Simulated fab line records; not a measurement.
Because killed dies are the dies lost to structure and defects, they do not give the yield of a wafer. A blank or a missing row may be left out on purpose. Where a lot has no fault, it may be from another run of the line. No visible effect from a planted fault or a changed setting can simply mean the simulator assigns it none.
fab line records :: flow nand_harc
[record]
  lots = 6
  wafers = 18
  last_day = 32
route steps=1302 shown P_START@1 P_ZERO_WELL@2 END@1302
lots untouched by any fault: they come from a run of this same line in which no faults occurred
start_h: hours from the record's first day to the start of the lot's first wafer shown :: wait_h: hours since the lot's step before :: " unchanged from the row above :: L1.1+2: a single row standing in for several wafers :: - no value, or no start given :: * or withheld: withheld :: < > ~ a bound
route shown NAME@n: names a module that has steps shown in the file, with the first one's number in the route :: usual: mean and standard deviation over wafers with no fault :: same: alike in all rows :: chamber/n: place in a boat :: sites: per-site readings :: _std_site: standard deviation of those values :: _edge_site: inner sites' mean taken away from outer sites' mean :: radius_mm: how far each site lies from the wafer's centre :: mask NAME#n: copy n :: behind: the last tool/chamber to shape the wafer :: hold: cause of the lot's hold/its duration in hours/its outcome :: device: transistor that didn't switch, given as n, p or np :: end of line: at the end of the route, the tests of the same wafers :: a step without rows: its recipe alone :: killed: count of dies lost to structure and defects at first sort (not the wafer's yield) :: map: shows each die of a wafer: x if killed, . if not, _ if none is there
set.NAME: the run value of the setting; set.NAME@STEP: its run value at that earlier step :: model.NAME: the simulator's own value behind a step, which no gauge read
certain route steps with their lots: each step a table, each wafer a row
services: a tool's chamber out of use, with start hour (start_h, from the record's first day; less than 0 if before it), hours out, and reason
[[steps]]
[step NHARC_P_START_INSPECT_01]
[usual]
  raw_defect_count = 3.6/1.8
lot.wafer: L857.3
tool: defect_inspect-01
chamber: -
start_h: 50.04
wait_h: -
raw_defect_count: 1

lot.wafer: L857.4
tool: defect_inspect-01
chamber: -
start_h: 50.04
wait_h: -
raw_defect_count: 1

lot.wafer: L857.5
tool: defect_inspect-01
chamber: -
start_h: 50.04
wait_h: -
raw_defect_count: 4

lot.wafer: L862.3
tool: defect_inspect-01
chamber: -
start_h: 100.04
wait_h: -
raw_defect_count: 5

lot.wafer: L862.4
tool: defect_inspect-01
chamber: -
start_h: 100.04
wait_h: -
raw_defect_count: 7

lot.wafer: L862.6
tool: defect_inspect-01
chamber: -
start_h: 100.04
wait_h: -
raw_defect_count: 5

lot.wafer: L864.1
tool: defect_inspect-01
chamber: -
start_h: 120.04
wait_h: -
raw_defect_count: 3

lot.wafer: L864.2
tool: defect_inspect-01
chamber: -
start_h: 120.04
wait_h: -
raw_defect_count: 7

lot.wafer: L864.3
tool: defect_inspect-01
chamber: -
start_h: 120.04
wait_h: -
raw_defect_count: 6

lot.wafer: L866.1
tool: defect_inspect-01
chamber: -
start_h: 140.04
wait_h: -
raw_defect_count: 3

lot.wafer: L866.2
tool: defect_inspect-01
chamber: -
start_h: 140.04
wait_h: -
raw_defect_count: 5

lot.wafer: L866.6
tool: defect_inspect-01
chamber: -
start_h: 140.04
wait_h: -
raw_defect_count: 1

lot.wafer: L871.2
tool: defect_inspect-01
chamber: -
start_h: 190.04
wait_h: -
raw_defect_count: 3

lot.wafer: L871.5
tool: defect_inspect-01
chamber: -
start_h: 190.04
wait_h: -
raw_defect_count: 3

lot.wafer: L871.6
tool: defect_inspect-01
chamber: -
start_h: 190.04
wait_h: -
raw_defect_count: 4

lot.wafer: L874.1
tool: defect_inspect-02
chamber: -
start_h: 220.04
wait_h: -
raw_defect_count: 4

lot.wafer: L874.2
tool: defect_inspect-02
chamber: -
start_h: 220.04
wait_h: -
raw_defect_count: 0

lot.wafer: L874.5
tool: defect_inspect-02
chamber: -
start_h: 220.04
wait_h: -
raw_defect_count: 4
[step NHARC_P_ZERO_WELL_PRECLEAN_00]
[recipe]
  time_s = 600
  temp_c = 120
  chemistry = SPM
[step NHARC_P_ZERO_WELL_SRD_01]
[step NHARC_P_ZERO_WELL_PECVD_02]
[recipe]
  target_thk_a = 100
  temp_c = 400
  pressure_torr = 6.5
  rf_w = withheld
  teos_flow_sccm = withheld
  flow_sccm = 2650
  target_thk_nm = 10
  gas = O2
  material = SiO2
[step NHARC_P_ZERO_WELL_DEHYDRATE_03]
[recipe]
  temp_c = 150
  time_s = 120
[step NHARC_P_ZERO_WELL_HMDS_04]
[recipe]
  time_s = 30
[step NHARC_P_ZERO_WELL_COAT_64]
[recipe]
  temp_c = 200
  time_s = 65
[step NHARC_P_ZERO_WELL_COAT_05]
[recipe]
  spin_rpm = 2000
  resist_thk_nm = 600
[step NHARC_P_ZERO_WELL_SOFTBAKE_06]
[recipe]
  temp_c = 125
  time_s = 70
[usual]
  heater_power_total_W = 200.9/1.3
lot.wafer: L857.3
tool: litho_track-03
chamber: 0
start_h: 50
wait_h: -
heater_power_total_W: 202.5

lot.wafer: L857.4
tool: litho_track-03
chamber: 0
start_h: 50
wait_h: -
heater_power_total_W: 202.5

lot.wafer: L857.5
tool: litho_track-03
chamber: 0
start_h: 50
wait_h: -
heater_power_total_W: 202.6

lot.wafer: L862.3
tool: litho_track-05
chamber: 0
start_h: 101
wait_h: -
heater_power_total_W: 201.5

lot.wafer: L862.4
tool: litho_track-05
chamber: 0
start_h: 101
wait_h: -
heater_power_total_W: 202.2

lot.wafer: L862.6
tool: litho_track-05
chamber: 0
start_h: 101
wait_h: -
heater_power_total_W: 202.6

lot.wafer: L864.1
tool: litho_track-05
chamber: 0
start_h: 120
wait_h: -
heater_power_total_W: 512.7

lot.wafer: L864.2
tool: litho_track-05
chamber: 0
start_h: 120
wait_h: -
heater_power_total_W: 520.0

lot.wafer: L864.3
tool: litho_track-05
chamber: 0
start_h: 120
wait_h: -
heater_power_total_W: 202.3

lot.wafer: L866.1
tool: litho_track-05
chamber: 0
start_h: 140
wait_h: -
heater_power_total_W: 511.4

lot.wafer: L866.2
tool: litho_track-05
chamber: 0
start_h: 140
wait_h: -
heater_power_total_W: 518.1

lot.wafer: L866.6
tool: litho_track-05
chamber: 0
start_h: 140
wait_h: -
heater_power_total_W: 200.5

lot.wafer: L871.2
tool: litho_track-03
chamber: 0
start_h: 190
wait_h: -
heater_power_total_W: 201.8

lot.wafer: L871.5
tool: litho_track-03
chamber: 0
start_h: 190
wait_h: -
heater_power_total_W: 202.6

lot.wafer: L871.6
tool: litho_track-03
chamber: 0
start_h: 190
wait_h: -
heater_power_total_W: 202.6

lot.wafer: L874.1
tool: litho_track-03
chamber: 0
start_h: 220
wait_h: -
heater_power_total_W: 199.3

lot.wafer: L874.2
tool: litho_track-03
chamber: 0
start_h: 220
wait_h: -
heater_power_total_W: 199.6

lot.wafer: L874.5
tool: litho_track-03
chamber: 0
start_h: 220
wait_h: -
heater_power_total_W: 202.1
[step NHARC_P_ZERO_WELL_EBR_07]
[step NHARC_P_ZERO_WELL_EXPOSE_08]
[recipe]
  na = 0.55
  target_cd_nm = 500
  dose_mj = 33.8
  mask_id = P_ZERO
[step NHARC_P_ZERO_WELL_PEB_09]
[recipe]
  peb_temp_c = 128
  peb_time_s = 80
[step NHARC_P_ZERO_WELL_DEVELOP_10]
[recipe]
  time_s = 50
  dev_temp_c = 22
[step NHARC_P_ZERO_WELL_CD_MEAS_11]
[recipe]
  target_cd_nm = 500
  landing_energy_ev = 500
[usual]
  cd_nm = 500.2/2.1
lot.wafer: L857.3
tool: cd_sem-01
chamber: 0
start_h: 51.32
wait_h: -
cd_nm: 500.9

lot.wafer: L857.4
tool: cd_sem-01
chamber: 0
start_h: 51.32
wait_h: -
cd_nm: 498.9

lot.wafer: L857.5
tool: cd_sem-01
chamber: 0
start_h: 51.32
wait_h: -
cd_nm: 499.6

lot.wafer: L862.3
tool: cd_sem-03
chamber: 0
start_h: 101.40
wait_h: -
cd_nm: 500.8

lot.wafer: L862.4
tool: cd_sem-03
chamber: 0
start_h: 101.40
wait_h: -
cd_nm: 500.3

lot.wafer: L862.6
tool: cd_sem-03
chamber: 0
start_h: 101.40
wait_h: -
cd_nm: 500.4

lot.wafer: L864.1
tool: cd_sem-03
chamber: 0
start_h: 121.22
wait_h: -
cd_nm: 484.0

lot.wafer: L864.2
tool: cd_sem-03
chamber: 0
start_h: 121.22
wait_h: -
cd_nm: 480.7

lot.wafer: L864.3
tool: cd_sem-03
chamber: 0
start_h: 121.22
wait_h: -
cd_nm: 499.5

lot.wafer: L866.1
tool: cd_sem-03
chamber: 0
start_h: 141.12
wait_h: -
cd_nm: 485.2

lot.wafer: L866.2
tool: cd_sem-03
chamber: 0
start_h: 141.12
wait_h: -
cd_nm: 483.8

lot.wafer: L866.6
tool: cd_sem-03
chamber: 0
start_h: 141.12
wait_h: -
cd_nm: 504.2

lot.wafer: L871.2
tool: cd_sem-01
chamber: 0
start_h: 191.25
wait_h: -
cd_nm: 498.1

lot.wafer: L871.5
tool: cd_sem-01
chamber: 0
start_h: 191.25
wait_h: -
cd_nm: 502.2

lot.wafer: L871.6
tool: cd_sem-01
chamber: 0
start_h: 191.25
wait_h: -
cd_nm: 498.3

lot.wafer: L874.1
tool: cd_sem-01
chamber: 0
start_h: 221.24
wait_h: -
cd_nm: 505.4

lot.wafer: L874.2
tool: cd_sem-01
chamber: 0
start_h: 221.24
wait_h: -
cd_nm: 499.7

lot.wafer: L874.5
tool: cd_sem-01
chamber: 0
start_h: 221.24
wait_h: -
cd_nm: 499.2
[step NHARC_P_ZERO_WELL_HARDBAKE_12]
[recipe]
  temp_c = 118
  time_s = 65
[step NHARC_END_SORT_01]
[recipe]
  temp_c = 25
[usual]
  killed_at_array = 61/26
  killed_at_other = 0.8/1.1
  killed_at_periphery = 4.0/2.6
  killed_dies = 66/26
  killed_open = 3.1/1.7
  killed_short = 2.5/1.5
[same]
  gross_dies = 677
lot.wafer: L864.1
tool: prober-01
chamber: 0
start_h: 665.48
wait_h: 2.5
killed_at_array: 48
killed_at_other: 1
killed_at_periphery: 3
killed_dies: 52
killed_open: 1
killed_short: 3

lot.wafer: L864.2
tool: prober-01
chamber: 0
start_h: 666.28
wait_h: 2.8
killed_at_array: 46
killed_at_other: 0
killed_at_periphery: 2
killed_dies: 48
killed_open: 1
killed_short: 1

lot.wafer: L864.3
tool: prober-01
chamber: 0
start_h: 667.09
wait_h: 3.1
killed_at_array: 47
killed_at_other: 0
killed_at_periphery: 5
killed_dies: 52
killed_open: 4
killed_short: 3

lot.wafer: L871.2
tool: prober-01
chamber: 0
start_h: 720.85
wait_h: 2.8
killed_at_array: 25
killed_at_other: 2
killed_at_periphery: 1
killed_dies: 28
killed_open: 3
killed_short: 4

lot.wafer: L871.5
tool: prober-01
chamber: 0
start_h: 723.23
wait_h: 3.7
killed_at_array: 31
killed_at_other: 0
killed_at_periphery: 1
killed_dies: 32
killed_open: 4
killed_short: 1

lot.wafer: L871.6
tool: prober-01
chamber: 0
start_h: 724.02
wait_h: 4.0
killed_at_array: 27
killed_at_other: 1
killed_at_periphery: 3
killed_dies: 31
killed_open: 1
killed_short: 1
// killed by level:class
L864.1 A_SLIT:chamber_film_flake=32 A_CHANNEL_HOLE_D1:chamber_film_flake=7 A_STAIRCASE:chamber_film_flake=2 A_WL_FILL:chamber_film_flake=2 A_CONTACT:chamber_film_flake=2 P_M0:geometric_particle:open=1 A_CHANNEL_FILL_D1:geometric_particle:short=1 A_CHANNEL_FILL_D2:geometric_particle:short=1
L864.2 A_SLIT:chamber_film_flake=35 A_CHANNEL_HOLE_D1:chamber_film_flake=7 A_CONTACT:chamber_film_flake=2 A_ONON_D1:geometric_particle:short=1 A_M0:geometric_particle:open=1 P_STI:chamber_film_flake=1 P_GATE:chamber_film_flake=1
L864.3 A_SLIT:chamber_film_flake=27 A_CHANNEL_HOLE_D1:chamber_film_flake=7 A_CONTACT:chamber_film_flake=4 A_CHANNEL_FILL_D1:geometric_particle:open=2 P_GATE:chamber_film_flake=2 A_STAIRCASE:chamber_film_flake=2 P_M2:geometric_particle:open=1 A_ONON_D1:geometric_particle:short=1
L871.2 A_CONTACT:chamber_film_flake=6 A_CHANNEL_HOLE_D1:chamber_film_flake=5 A_SGD_CUT:chamber_film_flake=3 A_STAIRCASE:chamber_film_flake=2 A_SLIT:chamber_film_flake=2 A_ONON_D1:geometric_particle:short=1 A_ONON_D1:geometric_particle:open=1 A_ONON_D2:geometric_particle:open=1
L871.5 A_CHANNEL_HOLE_D1:chamber_film_flake=8 A_SLIT:chamber_film_flake=6 A_STAIRCASE:chamber_film_flake=4 A_CONTACT:chamber_film_flake=3 A_SGD_CUT:chamber_film_flake=2 A_CHANNEL_FILL_D1:geometric_particle:open=1 A_STAIRCASE:geometric_particle:open=1 A_SGD_CUT:geometric_particle:open=1
L871.6 A_CHANNEL_HOLE_D1:chamber_film_flake=14 A_SLIT:chamber_film_flake=4 A_CONTACT:chamber_film_flake=3 P_GATE:chamber_film_flake=2 A_STAIRCASE:geometric_particle:open=1 A_WL_FILL:geometric_particle:short=1 P_ZERO_WELL:chamber_film_flake=1 A_ZERO_WELL:chamber_film_flake=1
[[services]]
tool: litho_track-03
chamber: -
start_h: 100.00
hours: 7.0
kind: pm
[[key]]
[first_sign]
  step = NHARC_P_ZERO_WELL_SOFTBAKE_06
  reading = heater_power_total_W
  direction = up
  sigmas = 99+
  usual = *
  struck = *
[effect]
  step = NHARC_P_ZERO_WELL_CD_MEAS_11
  reading = cd_nm
  direction = down
  sigmas = 7.9
  usual = 500.2
  struck = 483.4
met_at NHARC_P_ZERO_WELL_SOFTBAKE_06
struck_wafers L864.1,L864.2,L866.1,L866.2
tester_left_out L864,L866
onset_between 101 120
[fault]
  kind = process_parameter_drift
  tool = litho_track-05
  chamber = -
  onset_h = 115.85
  steps = NHARC_P_ZERO_WELL_SOFTBAKE_06
  channel = time_s
  offset = *
  shape = step
  end_h = 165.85
  scope = struck_wafers_only
  acts_in = *
  stated = *
// tester_left_out: of these lots the tester's yield and bins aren't shown, on N5 and GAA mostly nor the transistor test; their killed dies are dies lost to structure and defects alone, not to doping, threshold or leakage, so they don't give the yield
